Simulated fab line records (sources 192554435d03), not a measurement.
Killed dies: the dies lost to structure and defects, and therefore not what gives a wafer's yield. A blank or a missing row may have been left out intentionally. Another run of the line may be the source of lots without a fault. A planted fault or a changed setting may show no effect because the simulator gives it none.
fab line records || flow n5-finfet
[record] {"lots": 3, "wafers": 9, "last-day": 20}
route steps=1938 shown BEOL_M6@1251 BEOL_M7@1263 PASSIVATION@1936
lots untouched by any fault: they come from a run of this same line in which no faults occurred
start-h: start of the lot's first displayed wafer, in hours after the record's first day || wait-h: time in hours since the lot's previous step || " identical to the entry in the row above || L1.1+2: a single row standing in for several wafers || - value missing, or start not given || * or withheld: withheld || < > ~ a bound
route shown NAME@n: NAME is a module with steps in the file, n the number in the route of the first one || usual: average and standard deviation across the fault-free wafers || same: alike in all rows || chamber/n: place in a boat || sites: the reading at each site || _std_site: the standard deviation of these || _edge_site: inner sites' mean taken away from outer sites' mean || radius-mm: for every site, how far away it sits from the centre of the wafer || mask NAME#n: copy n || behind: the last tool/chamber to shape the wafer || hold: why the lot was held/for how many hours/how that ended || device: names the non-switching transistor (n, p or np) || end of line: the route-end tests of the same wafers || where a step has no rows: the recipe by itself || killed: count of dies lost to structure and defects at first sort (not the wafer's yield) || map: a wafer's dies, x killed, . not, _ none there
set.NAME: the setting as run; set.NAME@STEP: as run at that earlier step || model.NAME: the simulator's own value behind a step, which no gauge read
certain route steps with their lots: each step a table, each wafer a row
services: a tool's chamber out of use, with start hour (start-h, from the record's first day; less than 0 if before it), hours out, and reason
[[steps]]
[step N5_BEOL_M6_ALD_77]
[recipe] {"material": "TaN", "target-thk-a": 20, "temp-c": 275, "ald-precursor-family": "PDMAT", "ald-co-reactant": "NH3", "pressure-torr": 3, "carrier-flow-sccm": 1500, "pulse-time-s": 2, "purge-time-s": 3, "co-reactant-purge-time-s": 2, "co-reactant-pulse-time-s": 3, "ald-cycles": 40, "precursor-vessel-temp-c": 75, "precursor-vessel-pressure-torr": 26.25, "precursor-vessel-carrier-sccm": 1000}
[step N5_BEOL_M6_SURFACE_TREAT_79]
[recipe] {"gas": "Ar", "time-s": "*", "ion-energy-ev": "*", "ion-current-ma-cm2": 0.5, "pressure-mtorr": "*", "ar-flow-sccm": 30}
[step N5_BEOL_M6_CVD_78]
[recipe] {"material": "Co", "target-thk-a": 20, "temp-c": "withheld", "precursor": "CCTBA/H2", "pressure-torr": 30, "time-s": 142.3}
[step N5_BEOL_M6_SPUTTER_48]
[recipe] {"material": "Cu", "target-thk-a": 100, "temp-c": -20, "bias-v": 60, "power-w": 26000, "chamber-pressure-pa": 0.13, "time-s": 1.667}
[step N5_BEOL_M6_ECD_50]
[recipe] {"material": "Cu", "target-thk-a": 3000}
[step N5_BEOL_M6_ANNEAL_51]
[recipe] {"temp-c": 225, "time-s": 90, "ambient": "N2"}
[step N5_BEOL_M6_CMP_52]
[recipe] {"stop-on": "SiCOH_lowk", "t-overpolish-s": 6.9, "down-force-psi": 1, "platen-rpm": 50, "clearing-platen-down-force-psi": 1.5, "clearing-platen-rpm": 50, "post-cmp-clean": "cu-alkaline", "target-thk-nm": 80, "clearing-platen-pad-velocity-m-s": 0.99484, "pad-velocity-m-s": 0.99484}
[step N5_BEOL_M6_PRE_CLEAN_55]
[recipe] {"gas": "NH3", "time-s": 15, "temp-c": "withheld", "rf-power-w": 300}
[step N5_BEOL_M6_DEP_56]
[recipe] {"material": "SiCN", "target-thk-a": 100, "temp-c": "withheld", "precursor": "3MS/NH3", "pressure-torr": 3, "rf-w": 202, "time-s": 17.5}
[step N5_BEOL_M7_ILD_DEP_00]
[recipe] {"material": "SiCOH_lowk", "target-thk-a": 1797.5, "temp-c": 300, "precursor": "DEMS/porogen", "pressure-torr": 5, "rf-w": 500, "time-s": 33.4}
[usual] {"heater-power-outer-w": "127/32", "heater-power-w": "291/32", "showerhead-plenum-p-Torr": "5.735/0.012", "susceptor-temp-C": "300.01/0.2", "throttle-valve-pct": "13.9/0.71"}
{"lot.wafer": "L155.1", "tool": "pecvd-02", "chamber": 2, "start-h": 255.75, "wait-h": 0.0, "heater-power-outer-w": 118, "heater-power-w": 268, "showerhead-plenum-p-Torr": 5.739, "susceptor-temp-C": 299.76, "throttle-valve-pct": 14.0, "model.SiCOH_lowk_of_BEOL_M7_ILD_DEP_00.thk-nm": 177.2}
{"lot.wafer": "L155.4", "tool": "pecvd-02", "chamber": 2, "start-h": 255.75, "wait-h": 0.0, "heater-power-outer-w": 119, "heater-power-w": 280, "showerhead-plenum-p-Torr": 5.725, "susceptor-temp-C": 299.68, "throttle-valve-pct": 13.7, "model.SiCOH_lowk_of_BEOL_M7_ILD_DEP_00.thk-nm": 182.6}
{"lot.wafer": "L155.5", "tool": "pecvd-02", "chamber": 0, "start-h": 255.75, "wait-h": 0.0, "heater-power-outer-w": 189, "heater-power-w": 337, "showerhead-plenum-p-Torr": 5.757, "susceptor-temp-C": 299.92, "throttle-valve-pct": 13.5, "model.SiCOH_lowk_of_BEOL_M7_ILD_DEP_00.thk-nm": 182.2}
{"lot.wafer": "L161.2", "tool": "pecvd-02", "chamber": 1, "start-h": 297.69, "wait-h": 0.0, "heater-power-outer-w": 144, "heater-power-w": 291, "showerhead-plenum-p-Torr": 5.722, "susceptor-temp-C": 300.08, "throttle-valve-pct": 13.4, "model.SiCOH_lowk_of_BEOL_M7_ILD_DEP_00.thk-nm": 208.2}
{"lot.wafer": "L161.3", "tool": "pecvd-02", "chamber": 2, "start-h": 297.69, "wait-h": 0.0, "heater-power-outer-w": 103, "heater-power-w": 248, "showerhead-plenum-p-Torr": 5.746, "susceptor-temp-C": 300.28, "throttle-valve-pct": 13.8, "model.SiCOH_lowk_of_BEOL_M7_ILD_DEP_00.thk-nm": 208.2}
{"lot.wafer": "L161.6", "tool": "pecvd-02", "chamber": 0, "start-h": 297.69, "wait-h": 0.0, "heater-power-outer-w": 198, "heater-power-w": 354, "showerhead-plenum-p-Torr": 5.740, "susceptor-temp-C": 300.01, "throttle-valve-pct": 13.7, "model.SiCOH_lowk_of_BEOL_M7_ILD_DEP_00.thk-nm": 210}
{"lot.wafer": "L172.3", "tool": "pecvd-03", "chamber": 1, "start-h": 369.71, "wait-h": 0.0, "heater-power-outer-w": 137, "heater-power-w": 320, "showerhead-plenum-p-Torr": 5.728, "susceptor-temp-C": 299.92, "throttle-valve-pct": 13.5, "model.SiCOH_lowk_of_BEOL_M7_ILD_DEP_00.thk-nm": 176.4}
{"lot.wafer": "L172.4", "tool": "pecvd-03", "chamber": 2, "start-h": 369.71, "wait-h": 0.0, "heater-power-outer-w": 100, "heater-power-w": 286, "showerhead-plenum-p-Torr": 5.703, "susceptor-temp-C": 300.36, "throttle-valve-pct": 13.9, "model.SiCOH_lowk_of_BEOL_M7_ILD_DEP_00.thk-nm": 179.2}
{"lot.wafer": "L172.6", "tool": "pecvd-03", "chamber": 1, "start-h": 369.71, "wait-h": 0.0, "heater-power-outer-w": 141, "heater-power-w": 323, "showerhead-plenum-p-Torr": 5.720, "susceptor-temp-C": 299.83, "throttle-valve-pct": 13.4, "model.SiCOH_lowk_of_BEOL_M7_ILD_DEP_00.thk-nm": 180.4}
[step N5_BEOL_M7_CURE_74]
[recipe] {"temp-c": 385, "time-s": 240, "ambient": "He/Ar", "material": "SiCOH_lowk"}
[step N5_BEOL_M7_THK_MEAS_01]
[recipe] {"reads": "SiCOH_lowk_of_BEOL_M7_ILD_DEP_00"}
[usual] {"M7_ILD_THK": "154.2/1.9"}
{"lot.wafer": "L155.1", "tool": "film-metro-01", "chamber": "-", "start-h": 256.33, "wait-h": 0.4, "M7_ILD_THK[nm]": 152.7}
{"lot.wafer": "L155.4", "tool": "film-metro-01", "chamber": "-", "start-h": 256.33, "wait-h": 0.4, "M7_ILD_THK[nm]": 157.6}
{"lot.wafer": "L155.5", "tool": "film-metro-01", "chamber": "-", "start-h": 256.33, "wait-h": 0.4, "M7_ILD_THK[nm]": 157.3}
{"lot.wafer": "L161.2", "tool": "film-metro-02", "chamber": "-", "start-h": 298.27, "wait-h": 0.4, "M7_ILD_THK[nm]": 179.7}
{"lot.wafer": "L161.3", "tool": "film-metro-02", "chamber": "-", "start-h": 298.27, "wait-h": 0.4, "M7_ILD_THK[nm]": 180.0}
{"lot.wafer": "L161.6", "tool": "film-metro-02", "chamber": "-", "start-h": 298.27, "wait-h": 0.4, "M7_ILD_THK[nm]": 181.5}
{"lot.wafer": "L172.3", "tool": "film-metro-01", "chamber": "-", "start-h": 370.29, "wait-h": 0.3, "M7_ILD_THK[nm]": 152.1}
{"lot.wafer": "L172.4", "tool": "film-metro-01", "chamber": "-", "start-h": 370.29, "wait-h": 0.3, "M7_ILD_THK[nm]": 154.4}
{"lot.wafer": "L172.6", "tool": "film-metro-01", "chamber": "-", "start-h": 370.29, "wait-h": 0.3, "M7_ILD_THK[nm]": 155.6}
[step N5_BEOL_M7_PECVD_70]
[recipe] {"material": "SiO2", "target-thk-a": 200, "temp-c": 400, "precursor": "TEOS/O2", "pressure-torr": 5.5, "rf-w": 450, "teos-flow-sccm": 53.8, "gas": "O2", "flow-sccm": 3000, "time-s": 22.7}
[step N5_BEOL_M7_HM_DEP_02]
[recipe] {"material": "TiN", "target-thk-a": 200, "temp-c": 25, "chamber-pressure-pa": 0.49996}
[step N5_BEOL_M7_COAT_59]
[recipe] {"resist": "SOC", "temp-c": 250, "time-s": 60, "spin-rpm": 1500, "resist-thk-nm": 100}
[step N5_BEOL_M7_COAT_60]
[recipe] {"resist": "SiARC", "temp-c": 220, "time-s": 60, "spin-rpm": 1500, "resist-thk-nm": 35}
[step N5_BEOL_M7_COAT_05]
[recipe] {"resist": "CAR-ArF", "spin-rpm": 1500, "resist-thk-nm": 90}
[step N5_BEOL_M7_EBR_07]
[recipe] {"solvent": "PGMEA", "ebr-width-mm": 1.5}
[step N5_BEOL_M7_SOFTBAKE_06]
[recipe] {"temp-c": 110, "time-s": 60, "resist": "CAR-ArF"}
[step N5_BEOL_M7_EXPOSE_08]
[recipe] {"mask-id": "M7", "na": 1.35, "source-shape": "dipole", "sigma-inner": 0.817, "sigma-outer": 0.97, "polarization": "te", "dose-mj": 68.25}
[step N5_BEOL_M7_PEB_09]
[recipe] {"peb-temp-c": "withheld", "peb-time-s": 60, "resist": "CAR-ArF"}
[step N5_BEOL_M7_DEVELOP_10]
[recipe] {"develop-time-s": 30, "developer": "TMAH", "resist": "CAR-ArF", "rinse-liquid": "diw", "dry": "air-spin", "dev-temp-c": 23}
[step N5_BEOL_M7_DESCUM_16]
[recipe] {"chemistry": "O2", "time-s": 7.9, "source-power-w": 50, "bias-power-w": 20, "pressure-mtorr": 20, "rf-frequency-hz": 2.712e+07, "temp-c": 40, "resist": "CAR-ArF", "o2-flow-sccm": 225}
[step N5_BEOL_M7_ETCH_61]
[recipe] {"chemistry": "CF4", "target": "SiARC", "target-depth-a": 455, "mask-material": "CAR-ArF", "time-s": 75.8, "ion-energy-ev": 80, "pressure-mtorr": 40, "source-w": 545, "bias-w": 36, "Ar_flow_sccm": 100, "cf4-flow-sccm": 100, "ends": "cleared"}
[step N5_BEOL_M7_ETCH_62]
[recipe] {"chemistry": "N2/H2", "target": "SOC", "target-depth-a": 1100, "overetch-a": 220, "mask-material": "SiARC", "temp-c": 40, "time-s": 165, "ion-energy-ev": 200, "pressure-mtorr": 30, "source-w": 840, "bias-w": 150, "n2-flow-sccm": 200, "h2-flow-sccm": 200}
[step N5_BEOL_M7_STRIP_68]
[recipe] {"chemistry": "N2/H2", "temp-c": 40, "n2-flow-sccm": 200, "h2-flow-sccm": 200, "rf-frequency-hz": 6e+07}
[step N5_BEOL_M7_STRIP_67]
[recipe] {"chemistry": "CF4", "resist": "SiARC", "power-w": 300, "bias-power-w": 75, "pressure-mtorr": 50, "cf4-flow-sccm": 150, "rf-frequency-hz": 6e+07}
[step N5_BEOL_M7_HM_OPEN_17]
[recipe] {"chemistry": "Cl2/BCl3", "target-depth-a": 200, "overetch-a": 60, "target": "TiN", "mask-material": "SOC", "ion-energy-ev": 150, "pressure-mtorr": 10, "icp-w": 1000, "bias-w": 126, "Cl2_flow_sccm": 53.25, "bcl3-flow-sccm": 21.75, "Ar_flow_sccm": 25}
[step N5_BEOL_M7_STRIP_19]
[recipe] {"chemistry": "O2", "power-w": 400, "temp-c": 40, "pressure-mtorr": 30, "rf-frequency-hz": 6e+07, "bias-power-w": 0, "overash-fraction": 0.2, "o2-flow-sccm": 225}
[step N5_BEOL_M7_COAT_63]
[recipe] {"resist": "SOC", "temp-c": 250, "time-s": 60, "spin-rpm": 1500, "resist-thk-nm": 60}
[step N5_BEOL_M7_COAT_64]
[recipe] {"resist": "SiARC", "temp-c": 220, "time-s": 60, "spin-rpm": 1500, "resist-thk-nm": 12}
[step N5_BEOL_M7_COAT_71]
[recipe] {"resist": "underlayer", "temp-c": 205, "time-s": 60, "spin-rpm": 1500, "resist-thk-nm": 5}
[step N5_BEOL_M7_COAT_22]
[recipe] {"resist": "CAR-EUV", "spin-rpm": 1500, "resist-thk-nm": 30}
[step N5_BEOL_M7_EBR_24]
[recipe] {"solvent": "PGMEA", "ebr-width-mm": 1.5}
[step N5_BEOL_M7_SOFTBAKE_23]
[recipe] {"temp-c": 110, "time-s": 60, "resist": "CAR-EUV"}
[step N5_BEOL_M7_CMP_52]
[recipe] {"stop-on": "SiCOH_lowk", "t-overpolish-s": 6.9, "down-force-psi": 1, "platen-rpm": 50, "clearing-platen-down-force-psi": 1.5, "clearing-platen-rpm": 50, "post-cmp-clean": "cu-alkaline", "target-thk-nm": 80, "clearing-platen-pad-velocity-m-s": 0.99484, "pad-velocity-m-s": 0.99484}
[usual] {"head-pressure-psi": "0.9997/0.0022", "motor-current-A": "5.7/0.59", "pad-life-wafers": "1274/620", "retaining-ring-pressure-frac": "1.000/0.0049", "slurry-filter-dp-kPa": "13.48/0.14"}
{"lot.wafer": "L155.4", "tool": "cmp-04", "chamber": 0, "start-h": 261.37, "wait-h": 0.2, "head-pressure-psi": 0.9982, "motor-current-A": 5.0, "pad-life-wafers": 1682, "retaining-ring-pressure-frac": 0.999, "slurry-filter-dp-kPa": 13.53, "model.SiCOH_lowk_of_BEOL_M7_ILD_DEP_00.thk-nm": 154.4}
{"lot.wafer": "L155.1", "tool": "cmp-04", "chamber": 1, "start-h": 261.37, "wait-h": 0.2, "head-pressure-psi": 0.9972, "motor-current-A": 6.4, "pad-life-wafers": 1683, "retaining-ring-pressure-frac": 0.999, "slurry-filter-dp-kPa": 13.82, "model.SiCOH_lowk_of_BEOL_M7_ILD_DEP_00.thk-nm": 149.6}
{"lot.wafer": "L155.5", "tool": "cmp-04", "chamber": 2, "start-h": 261.37, "wait-h": 0.2, "head-pressure-psi": 1.0007, "motor-current-A": 5.5, "pad-life-wafers": "-", "retaining-ring-pressure-frac": 0.999, "slurry-filter-dp-kPa": 13.37, "model.SiCOH_lowk_of_BEOL_M7_ILD_DEP_00.thk-nm": 154.2}
{"lot.wafer": "L161.3", "tool": "cmp-01", "chamber": 3, "start-h": 304.28, "wait-h": 0.2, "head-pressure-psi": 0.9989, "motor-current-A": 5.3, "pad-life-wafers": 1374, "retaining-ring-pressure-frac": 1.005, "slurry-filter-dp-kPa": 13.77, "model.SiCOH_lowk_of_BEOL_M7_ILD_DEP_00.thk-nm": 176.8}
{"lot.wafer": "L161.2", "tool": "cmp-01", "chamber": 1, "start-h": 304.28, "wait-h": 0.2, "head-pressure-psi": 0.9997, "motor-current-A": 6.1, "pad-life-wafers": 1376, "retaining-ring-pressure-frac": 0.999, "slurry-filter-dp-kPa": 13.47, "model.SiCOH_lowk_of_BEOL_M7_ILD_DEP_00.thk-nm": 176.8}
{"lot.wafer": "L161.6", "tool": "cmp-01", "chamber": 0, "start-h": 304.28, "wait-h": 0.2, "head-pressure-psi": 1.0008, "motor-current-A": 5.5, "pad-life-wafers": "-", "retaining-ring-pressure-frac": 1.000, "slurry-filter-dp-kPa": 13.81, "model.SiCOH_lowk_of_BEOL_M7_ILD_DEP_00.thk-nm": 178.4}
{"lot.wafer": "L172.3", "tool": "cmp-01", "chamber": 1, "start-h": 375.76, "wait-h": 0.2, "head-pressure-psi": 0.9992, "motor-current-A": 6.0, "pad-life-wafers": 1999, "retaining-ring-pressure-frac": 1.009, "slurry-filter-dp-kPa": 13.49, "model.SiCOH_lowk_of_BEOL_M7_ILD_DEP_00.thk-nm": 149}
{"lot.wafer": "L172.4", "tool": "cmp-01", "chamber": 2, "start-h": 375.76, "wait-h": 0.2, "head-pressure-psi": 0.9984, "motor-current-A": 5.2, "pad-life-wafers": 2000, "retaining-ring-pressure-frac": 1.002, "slurry-filter-dp-kPa": 13.43, "model.SiCOH_lowk_of_BEOL_M7_ILD_DEP_00.thk-nm": 151.6}
{"lot.wafer": "L172.6", "tool": "cmp-01", "chamber": 1, "start-h": 375.76, "wait-h": 0.2, "head-pressure-psi": 0.9977, "motor-current-A": 5.9, "pad-life-wafers": "-", "retaining-ring-pressure-frac": 1.006, "slurry-filter-dp-kPa": 13.35, "model.SiCOH_lowk_of_BEOL_M7_ILD_DEP_00.thk-nm": 152.6}
[step N5_PASSIVATION_PROBE_49]
[usual] {"defect-limited-yield": "91.1/1.5", "killed_at_M0_to_M3": "36/11", "killed_at_M4_up": "14/5.6", "killed-at-contacts": "11/5.6", "killed-at-front-end": "40/12", "killed-at-other": "4/3.2", "killed-dies": "105/17", "killed-open": "69/12", "killed-short": "34/8.4", "sort_bin_5_function": "5.2/0.95", "sort_bin_6_memory": "3.3/0.63", "sort-n-pass": "1075/17", "sort-yield-pct": "91.1/1.5"}
[same] {"gross-dies": 1180, "killed-at-back-side": 0, "sort_bin_4_leakage[%]": 0, "sort_bin_8_speed[%]": 0}
{"lot.wafer": "L155.1", "tool": "prober-01", "chamber": "-", "start-h": 339.77, "wait-h": 0.0, "defect-limited-yield[%]": 91.5, "killed_at_M0_to_M3": 19, "killed_at_M4_up": 20, "killed-at-contacts": 9, "killed-at-front-end": 52, "killed-at-other": 0, "killed-dies": 100, "killed-open": 62, "killed-short": 37, "sort_bin_5_function[%]": 5.1, "sort_bin_6_memory[%]": 3.2, "sort-n-pass": 1080, "sort-yield-pct[%]": 91.5}
{"lot.wafer": "L155.4", "tool": "prober-01", "chamber": "-", "start-h": 339.92, "wait-h": 0.2, "defect-limited-yield[%]": 88.8, "killed_at_M0_to_M3": 29, "killed_at_M4_up": 25, "killed-at-contacts": 5, "killed-at-front-end": 73, "killed-at-other": 0, "killed-dies": 132, "killed-open": 81, "killed-short": 45, "sort_bin_5_function[%]": 6.1, "sort_bin_6_memory[%]": 4.5, "sort-n-pass": 1048, "sort-yield-pct[%]": 88.8}
{"lot.wafer": "L155.5", "tool": "prober-01", "chamber": "-", "start-h": 339.97, "wait-h": 0.2, "defect-limited-yield[%]": 90.0, "killed_at_M0_to_M3": 20, "killed_at_M4_up": 14, "killed-at-contacts": 10, "killed-at-front-end": 73, "killed-at-other": 1, "killed-dies": 118, "killed-open": 62, "killed-short": 52, "sort_bin_5_function[%]": 5.9, "sort_bin_6_memory[%]": 3.5, "sort-n-pass": 1062, "sort-yield-pct[%]": 90.0}
// killed by level:class
L155.1 FIN_SAQP:geometric-particle:short=12 BEOL_M4:geometric-particle:open=12 FIN_SAQP:geometric-particle:open=8 MOL_CONTACT_COAG:geometric-particle:open=6 BEOL_M1:geometric-particle:open=6 DUMMY_GATE:geometric-particle:open=5 BEOL_M0_SAQP:geometric-particle:open=5 STI_FIN_REVEAL:geometric-particle:open=4
L155.4 FIN_SAQP:geometric-particle:short=15 BEOL_M4:geometric-particle:open=14 STI_FIN_REVEAL:geometric-particle:open=12 FIN_SAQP:geometric-particle:open=11 GATE_CUT:geometric-particle:short=9 BEOL_M0_SAQP:geometric-particle:open=8 DUMMY_GATE:geometric-particle:open=7 BEOL_M0_SAQP:geometric-particle:short=6
L155.5 FIN_SAQP:geometric-particle:short=22 STI_FIN_REVEAL:geometric-particle:open=19 FIN_SAQP:geometric-particle:open=10 MOL_CONTACT_COAG:geometric-particle:open=7 BEOL_M0_SAQP:geometric-particle:short=5 BEOL_M4:geometric-particle:short=4 STARTING-WAFER:geometric-particle:short=4 BEOL_M1:geometric-particle:open=4
[[services]]
{"tool": "cmp-04", "chamber": "-", "start-h": 233.82, "hours": 0.3, "kind": "repair"}
{"tool": "cmp-01", "chamber": "-", "start-h": 240.51, "hours": 0.3, "kind": "repair"}
{"tool": "cmp-04", "chamber": "-", "start-h": 264.04, "hours": 5.4, "kind": "repair"}
{"tool": "cmp-01", "chamber": "-", "start-h": 265.45, "hours": 0.5, "kind": "repair"}
{"tool": "pecvd-03", "chamber": "-", "start-h": 270.21, "hours": 0.6, "kind": "repair"}
{"tool": "pecvd-03", "chamber": 2, "start-h": 281.38, "hours": 5.5, "kind": "scheduled-down"}
{"tool": "pecvd-03", "chamber": 0, "start-h": 296.00, "hours": 7.2, "kind": "repair"}
{"tool": "cmp-04", "chamber": "-", "start-h": 316.71, "hours": 4.0, "kind": "pm"}
{"tool": "pecvd-03", "chamber": 2, "start-h": 318.15, "hours": 4.3, "kind": "repair"}
{"tool": "cmp-04", "chamber": "-", "start-h": 320.71, "hours": "-", "kind": "consumable-replace:conditioner"}
{"tool": "cmp-04", "chamber": "-", "start-h": 320.71, "hours": "-", "kind": "consumable-replace:pad"}
{"tool": "pecvd-03", "chamber": "-", "start-h": 363.53, "hours": 2.8, "kind": "pm"}
{"tool": "cmp-01", "chamber": "-", "start-h": 369.76, "hours": 0.3, "kind": "repair"}
{"tool": "pecvd-03", "chamber": 0, "start-h": 370.12, "hours": 2.1, "kind": "scheduled-down"}
[[key]]
[first-sign] {"step": "N5_BEOL_M7_THK_MEAS_01", "reading": "M7_ILD_THK", "direction": "up", "sigmas": 14, "usual": 154.2, "struck": 180.4}
effect none on later readings
[model-effect] {"step": "N5_BEOL_M7_ILD_DEP_00", "value": "SiCOH_lowk_of_BEOL_M7_ILD_DEP_00.thk-nm", "without": 178.1, "struck": 208.8}
[model-effect] {"step": "N5_BEOL_M7_CMP_52", "value": "SiCOH_lowk_of_BEOL_M7_ILD_DEP_00.thk-nm", "without": 150.5, "struck": 177.3}
met-at N5_BEOL_M7_ILD_DEP_00
struck-wafers L161.2,L161.3,L161.6
onset-between 255.75 297.69
[fault] {"kind": "process-parameter-drift", "tool": "pecvd-02", "chamber": "-", "onset-h": 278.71, "steps": "N5_BEOL_M7_ILD_DEP_00", "channel": "target-thk-a", "offset": "*", "shape": "step", "acts-in": "*", "stated": "*"}
